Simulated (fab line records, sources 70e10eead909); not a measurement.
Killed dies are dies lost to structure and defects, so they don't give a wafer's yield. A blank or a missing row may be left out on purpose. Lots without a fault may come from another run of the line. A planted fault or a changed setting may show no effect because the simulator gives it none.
fab line records | flow nand_harc | part 1 of 2: steps 1 to 3 of 6
record lots=20 wafers=60 last_day=34
route steps=1302 shown A_SGD_CUT@904 A_SLIT@938 A_WL_FILL@966 A_CONTACT@998
lots that met no fault: from a run of the same line without faults
start_h: hours from the record's first day to the start of the lot's first wafer shown | wait_h: hours since the lot's step before | " the same as in the row above | L1.1+2: a row that stands for several wafers | - no value, or no start given | * or withheld: withheld | < > ~ a bound
route shown NAME@n: a module of which the file shows steps, and the number in the route of the first | usual: mean/standard deviation of fault-free wafers | same: alike in all rows | chamber/n: place in a boat | sites: the reading at each site | _std_site: their standard deviation | _edge_site: outer sites' mean less inner sites' | radius_mm: how far each site lies from the wafer's centre | mask NAME#n: copy n | behind: the tool/chamber that last shaped the wafer | hold: why the lot was held/for how many hours/how that ended | device: the transistor (n, p or np) that didn't switch | end of line: the same wafers' tests at the end of the route | a step without rows: its recipe alone | killed: dies lost to structure and defects at the first sort, not the wafer's yield | map: a wafer's dies, x killed, . not, _ none there
set.NAME: the setting as run; set.NAME@STEP: as run at that earlier step | model.NAME: the simulator's own value behind a step, which no gauge read
steps of the route over a sample of lots; a table a step, a row a wafer
services: from which hour (start_h, from the record's first day; less than 0 if before it) a tool's chamber was out of use, for how many hours, and why
## steps
# step NHARC_A_SGD_CUT_DESCUM_14
# recipe time_s=3 o2_flow_sccm=200 ar_flow_sccm=0 bias_power_w=0 chemistry=O2
# usual chamber_pressure_mTorr=60.01/0.055 drypump_motor_current_A=5.6/0.5 oes_product_au=1.002/0.011 rf_vpp_V=57.7/0.9 showerhead_plenum_p_Torr=1.89/0.098 throttle_valve_pct=11.310/0.0092
# columns lot.wafer tool chamber start_h wait_h chamber_pressure_mTorr drypump_motor_current_A oes_product_au rf_hours_counter_h rf_vpp_V showerhead_plenum_p_Torr throttle_valve_pct
L074.4 rie_diel-12 1 437.70 0.1 60.08 5.3 1.000 7 58.4 2.05 11.290
L074.6 " 2 " " 60.05 6.0 0.979 - 56.1 1.97 11.313
L074.5 " 3 " " 59.95 6.0 0.996 - 56.2 1.81 11.300
L075.1 rie_diel-13 2 446.93 0.1 60.01 5.3 0.992 7 58.1 1.92 11.303
L075.5 " 1 " " 60.05 6.5 1.004 - 57.9 1.81 11.325
L075.6 " 2 " " 59.93 5.3 0.992 - 58.6 1.92 11.316
L076.2 rie_diel-09 3 447.27 0.1 59.93 5.0 0.993 8 57.4 1.79 11.324
L076.1 " 1 " " 60.01 4.7 1.009 8 57.6 1.78 11.300
L076.5 " 3 " " 60.12 5.0 0.998 - 58.8 1.79 11.317
L078.3 rie_diel-13 1 462.90 0.1 60.11 6.5 1.002 9 57.1 1.81 11.301
L078.1 " 2 " " 60.02 5.3 0.999 9 57.9 1.92 11.316
L078.6 " 0 " " 59.96 5.8 0.998 - 57.4 1.79 11.314
L077.1 rie_diel-09 0 466.03 0.1 60.09 5.7 0.998 8 57.9 2.01 11.314
L077.4 " 3 " " 59.97 5.0 1.007 9 57.9 1.78 11.319
L077.6 " 0 " " 59.99 5.7 1.009 - 58.1 2.01 11.308
L079.3 rie_diel-12 0 469.06 0.1 59.99 5.6 0.994 0 58.5 1.79 11.295
L079.1 " 1 " " 60.04 5.3 0.994 0 56.4 2.05 11.314
L079.5 " 0 " " 59.98 5.6 0.997 - 57.3 1.79 11.307
L081.3 rie_diel-13 3 481.60 0.1 60.11 5.4 1.004 9 58.1 1.97 11.317
L081.1 " 2 " " 60.03 5.3 0.998 11 57.9 1.92 11.315
L081.5 " 3 " " 60.09 5.4 0.993 - 57.6 1.97 11.309
L083.2 rie_diel-12 2 516.73 0.1 59.96 6.0 0.996 2 58.7 1.97 11.309
L083.4 " 0 " " 60.05 5.7 1.004 1 57.2 1.79 11.315
L083.1 " 1 " " 59.90 5.2 0.989 1 59.3 2.05 11.304
L082.4 rie_diel-13 2 516.89 0.1 60.03 5.3 1.002 13 57.4 1.92 11.314
L082.2 " 0 " " 60.05 5.8 1.006 10 57.8 1.79 11.310
L082.5 " 1 " " 60.07 6.5 1.015 - 56.6 1.80 11.304
L085.3 rie_diel-13 2 537.94 0.1 60.03 5.3 1.006 1 59.0 1.92 11.321
L085.6 " 3 " " 59.94 5.4 1.013 - 59.6 1.97 11.305
L085.5 " 0 " " 60.06 5.8 1.032 - 57.5 1.79 11.303
L084.2 rie_diel-09 1 538.16 0.1 60.06 4.7 0.998 2 56.9 1.78 11.303
L084.6 " 0 " " 60.02 5.7 1.002 - 59.7 2.01 11.316
L084.5 " 1 " " 60.03 4.7 1.001 - 57.2 1.78 11.304
L087.1 rie_diel-12 3 555.17 0.1 60.08 6.0 0.983 3 59.1 1.81 11.300
L087.5 " 1 " " 59.95 5.2 0.989 - 57.1 2.04 11.305
L087.6 " 2 " " 60.09 6.0 1.010 - 59.1 1.97 11.307
L086.2 rie_diel-13 3 555.28 0.1 59.96 5.4 0.996 2 57.1 1.97 11.310
L086.6 " 3 " " 60.01 5.4 1.015 - 58.3 1.97 11.325
L086.5 " 0 " " 60.02 5.8 1.019 - 56.3 1.79 11.310
L091.1 rie_diel-13 0 589.59 0.1 59.92 5.8 1.004 5 57.2 1.79 11.320
L091.3 " 1 " " 59.98 6.5 1.021 5 57.6 1.80 11.316
L091.5 " 3 " " 59.96 5.4 0.996 - 58.0 1.97 11.310
L090.2 rie_diel-09 3 589.73 0.1 60.03 5.0 0.996 6 57.4 1.78 11.325
L090.1 " 0 " " 60.07 5.7 0.997 6 56.8 2.00 11.320
L090.6 " 0 " " 59.97 5.7 1.009 - 59.4 2.00 11.306
L092.4 rie_diel-09 2 606.93 0.1 60.04 6.3 1.009 6 59.7 2.00 11.316
L092.3 " 3 " " 60.03 5.0 1.004 8 57.5 1.78 11.311
L092.2 " 1 " " 59.99 4.7 1.012 7 57.1 1.78 11.307
L093.2 rie_diel-12 3 631.82 0.1 60.02 6.0 1.014 0 55.8 1.81 11.307
L093.6 " 1 " " 60.06 5.2 0.981 - 55.7 2.04 11.314
L093.5 " 2 " " 59.99 6.0 1.009 - 57.7 1.97 11.315
L095.1 rie_diel-12 1 631.96 0.1 60.05 5.2 0.988 0 58.8 2.04 11.293
L095.3 " 0 " " 60.03 5.7 0.996 0 57.2 1.79 11.298
L095.6 " 2 " " 60.02 6.0 1.008 - 57.4 1.97 11.316
L096.3 rie_diel-13 2 650.25 0.1 59.95 5.3 0.986 11 58.8 1.92 11.324
L096.1 " 3 " " 60.05 5.4 0.993 11 58.6 1.96 11.315
L096.2 " 0 " " 59.99 5.8 1.004 10 57.2 1.79 11.301
L097.3 rie_diel-12 0 674.83 0.1 60.01 5.7 1.019 2 58.5 1.79 11.307
L097.2 " 1 " " 60.12 5.3 0.987 2 56.8 2.04 11.316
L097.1 " 3 " " 59.96 6.0 1.008 2 56.3 1.81 11.299
# step NHARC_A_SGD_CUT_ETCHBACK_24
# recipe target_depth_a=500 over_etch_frac=0.3 time_s=92.857 ion_energy_ev=120 ch3f_flow_sccm=50 o2_flow_sccm=30 ar_flow_sccm=200 rf_w=500 bias_w=100 chemistry=CH3F/O2
# usual chamber_pressure_mTorr=25.000/0.023 drypump_motor_current_A=5.6/0.53 oes_product_au=0.97/0.035 rf_vpp_V=244.0/2 showerhead_plenum_p_Torr=2.42/0.13 throttle_valve_pct=20.663/0.0091
# columns lot.wafer tool chamber start_h wait_h chamber_pressure_mTorr drypump_motor_current_A oes_product_au rf_hours_counter_h rf_vpp_V showerhead_plenum_p_Torr throttle_valve_pct
L074.4 rie_diel-09 0 444.08 0.2 24.974 5.7 0.99 7 247.1 2.57 20.659
L074.5 " 2 " " 24.981 6.3 1.01 - 245.3 2.57 20.668
L074.6 " 3 " " 25.026 5.0 0.99 - 242.4 2.30 20.654
L075.1 rie_diel-09 1 453.32 0.2 25.005 4.7 0.97 9 241.9 2.29 20.668
L075.5 " 1 " " 24.967 4.7 0.97 - 242.0 2.29 20.663
L075.6 " 2 " " 25.005 6.3 0.98 - 245.8 2.57 20.650
L076.1 rie_diel-09 1 453.43 0.2 24.994 4.7 0.94 9 242.7 2.29 20.659
L076.2 " 3 " " 25.033 5.1 0.92 8 241.8 2.30 20.659
L076.5 " 0 " " 25.019 5.7 0.92 - 244.5 2.57 20.667
L078.3 rie_diel-13 1 469.16 0.1 24.982 6.4 0.93 10 243.0 2.33 20.658
L078.1 " 2 " " 24.987 5.2 0.92 10 245.1 2.47 20.673
L078.6 " 1 " " 24.982 6.5 0.94 - 244.2 2.33 20.654
L077.1 rie_diel-09 1 472.42 0.1 24.955 4.7 0.96 10 241.7 2.29 20.644
L077.4 " 3 " " 25.022 5.0 0.92 10 241.2 2.30 20.668
L077.6 " 1 " " 25.005 4.7 0.95 - 243.2 2.29 20.655
L079.1 rie_diel-13 3 472.45 0.2 25.035 5.4 1.00 9 245.6 2.53 20.668
L079.3 " 0 " " 25.009 5.8 1.00 8 241.3 2.31 20.668
L079.5 " 2 " " 24.993 5.3 1.00 - 244.8 2.47 20.664
L081.3 rie_diel-09 2 489.61 0.1 24.992 6.3 1.01 12 246.4 2.57 20.672
L081.1 " 0 " " 24.991 5.7 1.01 10 247.3 2.57 20.664
L081.5 " 2 " " 24.944 6.3 1.02 - 245.7 2.57 20.665
L083.1 rie_diel-09 3 523.33 0.1 24.965 5.0 1.00 1 241.5 2.30 20.657
L083.4 " 1 " " 25.004 4.7 1.01 2 241.6 2.29 20.663
L083.2 " 2 " " 24.996 6.3 1.00 2 246.4 2.57 20.669
L082.4 rie_diel-12 0 523.37 0.1 24.994 5.7 1.00 2 243.8 2.31 20.656
L082.2 " 1 " " 25.002 5.3 0.98 2 247.0 2.62 20.671
L082.5 " 0 " " 25.039 5.6 1.01 - 241.7 2.31 20.667
L084.2 rie_diel-12 0 544.14 0.1 24.999 5.7 0.98 3 241.1 2.31 20.672
L084.5 " 0 " " 24.994 5.7 0.98 - 242.5 2.30 20.670
L084.6 " 1 " " 24.980 5.2 0.99 - 245.8 2.62 20.657
L085.3 rie_diel-13 2 544.17 0.2 24.979 5.3 0.91 2 245.4 2.47 20.661
L085.6 " 0 " " 24.968 5.8 0.93 - 242.0 2.31 20.663
L085.5 " 1 " " 25.005 6.5 0.94 - 242.3 2.32 20.635
L087.1 rie_diel-09 0 564.60 0.2 24.977 5.7 1.00 5 246.7 2.57 20.667
L087.6 " 0 " " 24.992 5.7 0.99 - 247.3 2.57 20.673
L087.5 " 1 " " 25.048 4.7 1.01 - 243.5 2.29 20.657
L086.2 rie_diel-12 2 564.63 0.2 24.993 6.0 1.01 4 245.3 2.53 20.661
L086.6 " 0 " " 24.977 5.7 1.00 - 241.5 2.30 20.658
L086.5 " 1 " " 25.003 5.3 0.99 - 247.0 2.62 20.649
L091.1 rie_diel-13 3 597.53 0.1 25.018 5.4 0.92 7 246.5 2.52 20.658
L091.3 " 1 " " 25.041 6.5 0.93 6 242.5 2.32 20.646
L091.5 " 0 " " 24.991 5.8 0.93 - 243.1 2.31 20.672
L090.1 rie_diel-12 0 597.54 0.1 25.020 5.7 1.01 5 240.9 2.30 20.679
L090.2 " 1 " " 25.041 5.2 0.99 6 246.7 2.62 20.661
L090.6 " 3 " " 24.988 6.0 0.98 - 240.9 2.33 20.655
L092.4 rie_diel-12 3 613.41 0.1 24.991 6.1 0.98 6 242.7 2.33 20.660
L092.3 " 0 " " 25.026 5.7 1.00 6 242.2 2.30 20.678
L092.2 " 1 " " 24.956 5.2 0.98 6 246.8 2.62 20.638
L095.3 rie_diel-13 2 638.26 0.1 25.027 5.3 1.00 10 244.3 2.47 20.670
L095.1 " 0 " " 24.972 5.8 1.01 9 241.9 2.30 20.654
L095.6 " 3 " " 25.019 5.4 1.00 - 245.0 2.52 20.660
L093.2 rie_diel-12 1 638.28 0.2 25.012 5.3 0.91 1 246.9 2.62 20.667
L093.5 " 0 " " 25.013 5.6 0.92 - 241.7 2.30 20.673
L093.6 " 1 " " 25.004 5.2 0.90 - 247.0 2.62 20.653
L096.2 rie_diel-09 3 658.68 0.2 24.987 5.0 0.97 11 242.0 2.29 20.667
L096.3 " 0 " " 24.996 5.7 0.97 9 245.5 2.57 20.674
L096.1 " 1 " " 25.040 4.7 0.97 10 242.8 2.29 20.659
L097.2 rie_diel-12 3 684.17 0.1 24.963 6.0 0.92 3 242.9 2.33 20.657
L097.3 " 0 " " 25.058 5.7 0.93 3 242.8 2.30 20.674
L097.1 " 2 " " 25.010 6.0 0.93 3 245.1 2.53 20.666
# step NHARC_A_SLIT_ETCH_15
# recipe target_depth_a=62000 over_etch_frac=0.3 time_s=1612 ion_energy_ev=150 o2_flow_sccm=400 cos_flow_sccm=20 ar_flow_sccm=0 rf_w=500 bias_w=300 chemistry=O2/COS
# usual chamber_pressure_mTorr=19.998/0.018 drypump_motor_current_A=5.7/0.49 oes_product_au=1.001/0.0088 rf_vpp_V=313.5/2 showerhead_plenum_p_Torr=3.07/0.12 throttle_valve_pct=28.330/0.009
# columns lot.wafer tool chamber start_h wait_h chamber_pressure_mTorr drypump_motor_current_A oes_product_au rf_hours_counter_h rf_vpp_V showerhead_plenum_p_Torr throttle_valve_pct
L074.4 rie_diel-07 3 - - 19.970 6.2 1.011 9 310.8 2.97 28.337
L074.5 " 2 " " 20.003 5.5 0.998 - 318.2 3.33 28.325
L074.6 " 3 " " 20.011 6.2 1.006 - 313.1 2.97 28.327
L075.1 rie_diel-06 3 - - 19.999 5.8 1.008 9 314.1 3.19 28.318
L075.5 " 1 " " 19.993 5.0 1.001 - 314.6 3.16 28.339
L075.6 " 2 " " 19.991 5.8 1.006 - 312.4 2.93 28.330
L076.2 rie_diel-07 0 - - 20.009 6.5 1.009 9 315.3 3.24 28.335
L076.1 " 2 " " 19.983 5.5 0.989 10 317.4 3.33 28.329
L076.5 " 0 " " 20.012 6.5 1.009 - 316.3 3.24 28.345
L078.3 rie_diel-11 2 - - 20.006 6.3 1.002 2 313.2 3.02 28.318
L078.1 " 0 " " 19.987 5.9 1.000 3 312.8 2.96 28.329
L078.6 " 2 " " 19.965 6.3 0.998 - 314.0 3.02 28.333
L077.4 rie_diel-06 0 - - 19.967 6.1 1.001 9 311.9 3.08 28.328
L077.1 " 3 " " 20.017 5.8 1.015 10 314.5 3.19 28.327
L077.6 " 0 " " 20.005 6.1 1.005 - 313.3 3.08 28.329
L079.1 rie_diel-11 3 - - 19.992 4.9 0.990 3 311.8 2.97 28.330
L079.3 " 1 " " 20.007 5.6 0.997 4 312.3 3.12 28.343
L079.5 " 3 " " 19.995 4.9 1.004 - 309.8 2.97 28.326
L081.3 rie_diel-06 3 - - 19.999 5.8 1.024 0 315.7 3.19 28.344
L081.1 " 2 " " 19.982 5.8 1.012 0 310.4 2.93 28.314
L081.5 " 3 " " 20.016 5.8 1.010 - 313.0 3.19 28.344
L083.4 rie_diel-06 2 - - 19.975 5.8 1.014 1 311.4 2.93 28.315
L083.2 " 3 " " 19.981 5.8 1.008 2 314.4 3.19 28.325
L083.1 " 1 " " 20.019 5.0 1.016 1 316.6 3.16 28.332
L082.2 rie_diel-07 0 - - 20.004 6.5 1.025 3 316.2 3.24 28.335
L082.4 " 3 " " 20.013 6.2 0.997 2 311.9 2.97 28.314
L082.5 " 1 " " 20.005 5.3 0.987 - 311.8 2.94 28.320
L085.3 rie_diel-06 1 - - 20.012 5.0 0.997 3 313.9 3.16 28.348
L085.5 " 0 " " 19.986 6.1 0.999 - 312.0 3.08 28.329
L085.6 " 1 " " 19.976 5.0 1.007 - 313.9 3.16 28.349
L084.2 rie_diel-11 2 - - 20.032 6.3 0.994 7 312.8 3.01 28.339
L084.6 " 3 " " 20.019 4.9 0.989 - 310.2 2.96 28.341
L084.5 " 0 " " 20.005 5.9 0.998 - 311.3 2.96 28.331
L087.1 rie_diel-07 0 - - 20.008 6.5 1.010 6 315.1 3.23 28.339
L087.6 " 1 " " 20.009 5.3 1.001 - 311.6 2.94 28.333
L087.5 " 2 " " 20.017 5.4 1.012 - 318.5 3.33 28.329
L086.2 rie_diel-06 1 - - 20.011 5.0 1.011 4 317.2 3.16 28.335
L086.6 " 1 " " 19.988 5.0 1.014 - 315.2 3.16 28.349
L086.5 " 2 " " 20.014 5.8 1.005 - 312.8 2.93 28.321
L091.1 rie_diel-11 3 - - 20.007 4.9 1.004 10 311.7 2.96 28.320
L091.3 " 2 " " 20.002 6.3 0.998 9 312.0 3.01 28.354
L091.5 " 3 " " 20.012 4.9 1.002 - 311.2 2.96 28.333
L090.1 rie_diel-07 3 - - 20.008 6.2 1.005 6 312.7 2.97 28.324
L090.2 " 0 " " 19.988 6.5 1.010 7 315.2 3.23 28.330
L090.6 " 1 " " 20.015 5.2 1.002 - 311.5 2.94 28.330
L092.2 rie_diel-06 0 - - 20.006 6.1 1.002 9 313.5 3.08 28.337
L092.3 " 2 " " 20.048 5.8 1.004 8 312.1 2.93 28.321
L092.4 " 3 " " 20.001 5.8 1.006 8 315.2 3.19 28.334
L093.2 rie_diel-06 3 - - 19.990 5.8 1.006 9 316.9 3.19 28.326
L093.5 " 0 " " 19.995 6.1 0.995 - 312.9 3.08 28.330
L093.6 " 1 " " 20.020 5.0 1.008 - 315.5 3.16 28.343
L095.3 rie_diel-11 0 - - 19.980 6.0 1.002 1 312.5 2.95 28.332
L095.1 " 1 " " 19.974 5.6 0.989 1 313.9 3.11 28.326
L095.6 " 3 " " 19.986 4.9 1.009 - 312.9 2.96 28.330
L096.1 rie_diel-11 2 - - 19.999 6.3 0.994 3 311.6 3.01 28.336
L096.2 " 3 " " 20.021 4.9 0.986 2 313.7 2.96 28.329
L096.3 " 0 " " 19.982 5.9 0.991 2 311.7 2.95 28.339
L097.2 rie_diel-07 1 - - 20.019 5.3 0.998 1 311.2 2.94 28.335
L097.1 " 2 " " 19.991 5.5 1.006 1 316.7 3.33 28.331
L097.3 " 3 " " 20.027 6.2 1.010 2 312.7 2.97 28.318
